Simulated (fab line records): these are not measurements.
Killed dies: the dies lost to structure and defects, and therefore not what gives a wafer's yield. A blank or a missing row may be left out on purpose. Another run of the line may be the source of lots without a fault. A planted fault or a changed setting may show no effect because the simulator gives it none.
Which tool was responsible? || flow nand harc || 12 lots with 36 wafers sampled at 2 steps, on a route of 1159 steps

== WHAT THE GAUGES READ, wafer by wafer ==
NHARC_A_CONTACT_OVL_MEAS_43.
{"lot": "L076", "measured": "day 16 11:12", "on": "overlay-01", "overlay x nm (nm)": "0.2 0.7 0.7"}
{"lot": "L079", "measured": "day 16 23:25", "on": "overlay-02", "overlay x nm (nm)": "0.7 0.6 0.5"}
{"lot": "L080", "measured": "day 17 04:29", "on": "overlay-02", "overlay x nm (nm)": "-0.4 0.3 0.2"}
{"lot": "L081", "measured": "day 17 22:23", "on": "overlay-02", "overlay x nm (nm)": "-2.9 -2.0 -2.4"}
{"lot": "L083", "measured": "day 18 10:43", "on": "overlay-02", "overlay x nm (nm)": "-0.6 -0.5 -0.4"}
{"lot": "L086", "measured": "day 19 13:52", "on": "overlay-01", "overlay x nm (nm)": "-1.2 -1.1 -1.3"}
{"lot": "L087", "measured": "day 19 19:44", "on": "overlay-02", "overlay x nm (nm)": "-1.0 -1.5 -0.9"}
{"lot": "L091", "measured": "day 20 03:11", "on": "overlay-02", "overlay x nm (nm)": "0.7 0.4 0.5"}
{"lot": "L089", "measured": "day 20 09:01", "on": "overlay-02", "overlay x nm (nm)": "-1.1 -1.1 -1.3"}
{"lot": "L092", "measured": "day 20 17:26", "on": "overlay-01", "overlay x nm (nm)": "0.8 1.0 0.9"}
{"lot": "L096", "measured": "day 20 20:26", "on": "overlay-02", "overlay x nm (nm)": "0.9 1.1 0.4"}
{"lot": "L097", "measured": "day 22 05:44", "on": "overlay-02", "overlay x nm (nm)": "0.4 0.5 0.6"}

== WHICH TOOL RAN EACH LOT (tool, then ch and the chambers of the sampled wafers, then the start) ==
{"lot": "L076", "NHARC_A_WL_FILL_ALD_19": "ald metal-01 ch 0,2,3, day 15 22:38"}
{"lot": "L079", "NHARC_A_WL_FILL_ALD_19": "ald metal-01 ch 1,2, day 16 14:01"}
{"lot": "L080", "NHARC_A_WL_FILL_ALD_19": "ald metal-02 ch 0,2,3, day 16 14:05"}
{"lot": "L081", "NHARC_A_WL_FILL_ALD_19": "ald metal-02 ch 2,3, day 17 08:55"}
{"lot": "L083", "NHARC_A_WL_FILL_ALD_19": "ald metal-01 ch 0,1,2, day 18 01:19"}
{"lot": "L086", "NHARC_A_WL_FILL_ALD_19": "ald metal-02 ch 0,2,3, day 19 01:45"}
{"lot": "L087", "NHARC_A_WL_FILL_ALD_19": "ald metal-03 ch 0,2,3, day 19 04:41"}
{"lot": "L091", "NHARC_A_WL_FILL_ALD_19": "ald metal-01 ch 1,2, day 19 17:19"}
{"lot": "L089", "NHARC_A_WL_FILL_ALD_19": "ald metal-02 ch 0,1,2, day 19 20:20"}
{"lot": "L092", "NHARC_A_WL_FILL_ALD_19": "ald metal-02 ch 1,2,3, day 19 23:18"}
{"lot": "L096", "NHARC_A_WL_FILL_ALD_19": "ald metal-02 ch 0,1,2, day 20 09:38"}
{"lot": "L097", "NHARC_A_WL_FILL_ALD_19": "ald metal-03 ch 0,3, day 21 18:42"}
- NHARC_A_WL_FILL_ALD_19: deposits TiN, target thk 2 nm, pulse time 3 s, ald cycles 100.

== THE ANSWER, worked out from the rows above alone ==
Rule: the lots themselves supply what counts as usual. Put in order of their means at a reading, lots are off if they are a third of the lots or fewer, leave a main group of 4 or more, and stand apart from it by a gap of 3 or more times the standard deviation of the main group's means; of several such gaps the widest counts. A main group is skipped when, at the precision printed for the reading in the tables above, its means are all equal. A lot without any number at a reading at which 4 lots or more have one is off too. All remaining lots with rows at the step are treated as sound.
Nothing can be told from this: no lot is off at any reading shown.

== WHAT THE SIMULATOR HAD INSERTED ==
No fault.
